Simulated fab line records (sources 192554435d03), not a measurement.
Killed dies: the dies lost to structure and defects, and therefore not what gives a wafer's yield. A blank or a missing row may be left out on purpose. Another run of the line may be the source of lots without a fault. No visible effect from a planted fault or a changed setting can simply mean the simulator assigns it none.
8D (eight disciplines) problem report, filled in by code || flow n5 finfet || the parts of the form that need people (team, actions taken, sign-off) are left out

== 1. THE ISSUE ==
Wafers without a fault read 1500.0 rpm, standard deviation 1.1; spin speed rpm at N5_BEOL_M1_COAT_73 reads a mean of 1433.0 rpm on 6 wafers belonging to 2 lots. That puts it -61 standard deviations away from the usual mean.
The step: time 60 s, resist thk 5 nm.
First seen on wafer L536.1, day 7 09:02, on litho track-02. The record has a number at this step for 18 wafers belonging to 6 lots. By rule, "out" or "out of limits" means more than 4 standard deviations away from the usual mean. Any other wafer with a number is counted as sound.

== 2. WHAT IT IS, AND WHAT IT ISN'T ==
{"question": "which readings at this step", "is": "spin speed rpm", "is not": "chill plate temp C"}
{"question": "which lots", "is": "L536, L539", "is not": "L535, L550, L552, L554"}
{"question": "which wafers of those lots", "is": "all that have a number", "is not": "-"}
{"question": "read on which tools", "is": "litho track-02", "is not": "litho track-01, litho track-03"}
{"question": "when", "is": "from day 7 09:02", "is not": "up to then (3 sound wafers); but 9 sound wafers of L550, L552, L554 came after"}

== 3. WHAT RULES OUT EACH SUSPECT ==
Counting: a tool at any process step up to the reading remains a suspect when it ran all the lots that are out and ran no sound lot after the first of those.
- litho track-02 at N5_BEOL_M1_COAT_73 (time 60 s, resist thk 5 nm): ruled out as a lasting fault. The sound lots L554 went through it after L536, its earliest lot that is out (day 7 09:02).
Left after counting: nothing in the record.

== 4. THE CAUSE (what the simulator had put in) ==
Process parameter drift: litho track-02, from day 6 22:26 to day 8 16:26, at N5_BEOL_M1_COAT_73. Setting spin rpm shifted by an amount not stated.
Counting ruled it out, wrongly.

== 5. THE CHAIN OF EFFECTS, in route order ==
Each row: a reading whose mean over the struck wafers that have a number lies more than 3 standard deviations from the usual. Only readings for which the record gives a usual standard deviation are gone through. hours: the time from each lot's start at the first step in this table that gives one to its start at this step, as a median over the lots. sigmas: the change in usual standard deviations.
{"hours": 0, "step": "N5_BEOL_M1_COAT_73", "reading": "spin speed rpm", "usual": "1500.0 rpm", "on struck wafers": 1433.0, "change": -67.0, "sigmas": -61}
Process steps it contains:
- N5_BEOL_M1_COAT_73: time 60 s, resist thk 5 nm.
At these later measuring or inspecting steps, every struck wafer for which the step has a row has a number for every such reading, and none has moved that far: N5_BEOL_M1_CD_MEAS_11, N5_BEOL_M1_OVL_MEAS_12, N5_BEOL_M1_INSPECT_13, N5_BEOL_M4_RC_MEAS_101.

== 6. WHAT WOULD HAVE CAUGHT IT SOONER ==
In this record the first reading out of limits was taken at day 7 09:02, 11 hours after the fault began at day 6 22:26.
